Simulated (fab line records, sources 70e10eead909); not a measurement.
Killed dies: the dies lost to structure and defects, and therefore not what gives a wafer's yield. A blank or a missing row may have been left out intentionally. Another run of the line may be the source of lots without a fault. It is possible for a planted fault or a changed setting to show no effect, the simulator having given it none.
Problem report, 8D (eight disciplines) form, completed by code / flow nand_harc / the parts of the form that need people (team, actions taken, sign-off) are left out

1. THE ISSUE
At NHARC_END_SORT_01, killed_at_array averages 117 over 2 wafers from 2 lots, while fault-free wafers read 28, standard deviation 8.9. That is +10 standard deviations from the usual mean.
Seen first at day 21 15:37 on prober-01, wafer L610.2. At this step, 6 wafers from 2 lots have a number in the record. Rule for "out", or "out of limits": more than 4 standard deviations from the usual mean. The rest of the wafers with a number are treated as sound.

2. WHAT IT IS; WHAT IT IS NOT
question=which readings at this step | is=killed_at_array, killed_dies | is not=killed_at_other, killed_at_periphery, killed_open, killed_short
question=which lots | is=L610, L611 | is not=-
question=which wafers of those lots | is=L610.2, L611.4 | is not=L610.1, L610.5, L611.1, L611.2
question=read on which gauges | is=prober-01 | is not=-
question=when | is=from day 21 15:37 | is not=up to then (1 sound wafer); but 3 sound wafers of L610, L611 came after

3. THE SUSPECTS, EACH WITH WHAT RULES IT OUT
Counting: if a tool at a process step up to the reading ran every lot that is out, it stays a suspect. Sound lots after the first of them don't rule it out here, since some wafers of a struck lot are sound.
- the gauge at NHARC_END_SORT_01: kept. All the wafers that are out were read on prober-01, and no step on other tools shows them out.
- rie_diel-10 at NHARC_A_STAIRCASE_TRIM_231 (chemistry O2, time 211.2 s): kept. It ran every lot that is out, first L610 (day 13 10:14).
- pecvd-01 at NHARC_THIN_TSV_DEP_43 (deposits SiO2, target thk 1328.5 nm): kept. It ran every lot that is out, first L610 (day 20 23:53).
- rie_diel-10, NHARC_A_STAIRCASE_TRIM_231: wafers that are out in chamber 3, sound lot-mates in chambers 0, 1, 2.
Still standing after the count: rie_diel-10 at NHARC_A_STAIRCASE_TRIM_231, pecvd-01 at NHARC_THIN_TSV_DEP_43, prober-01 at NHARC_END_SORT_01.

4. THE CAUSE (what the simulator had put in)
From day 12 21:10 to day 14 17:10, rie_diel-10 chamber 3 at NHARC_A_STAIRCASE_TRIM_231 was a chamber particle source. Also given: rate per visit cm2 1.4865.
Of the 3 suspects that counting leaves, this tool is one.

5. THE EFFECT CHAIN, in route order
One row per reading whose mean, taken over the struck wafers that have a number, lies over 3 standard deviations from the usual. Only readings for which the record gives a usual standard deviation are gone through. hours: the time from each lot's start at the first step in this table that gives one to its start at this step, as a median over the lots. sigmas: the change in usual standard deviations.
hours=0; step=NHARC_END_SORT_01; reading=killed_at_array; usual=28; on struck wafers=117; change=+89; sigmas=+10
hours=0; step=NHARC_END_SORT_01; reading=killed_dies; usual=32; on struck wafers=121; change=+89; sigmas=+9.5

6. WHAT WOULD HAVE CAUGHT IT SOONER
In this record the first reading out of limits at a measuring or inspecting step was taken at day 21 15:37, 210 hours after the fault began at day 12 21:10.
No tool reading at NHARC_A_STAIRCASE_TRIM_231 that has a usual standard deviation in the record was out on any struck wafer, so an alarm limit of 4 standard deviations on those readings would not have fired.
By day 21 15:37, every lot that is out (2) had started NHARC_A_STAIRCASE_TRIM_231 on rie_diel-10. None of them would have been spared by holding the tool at that moment.
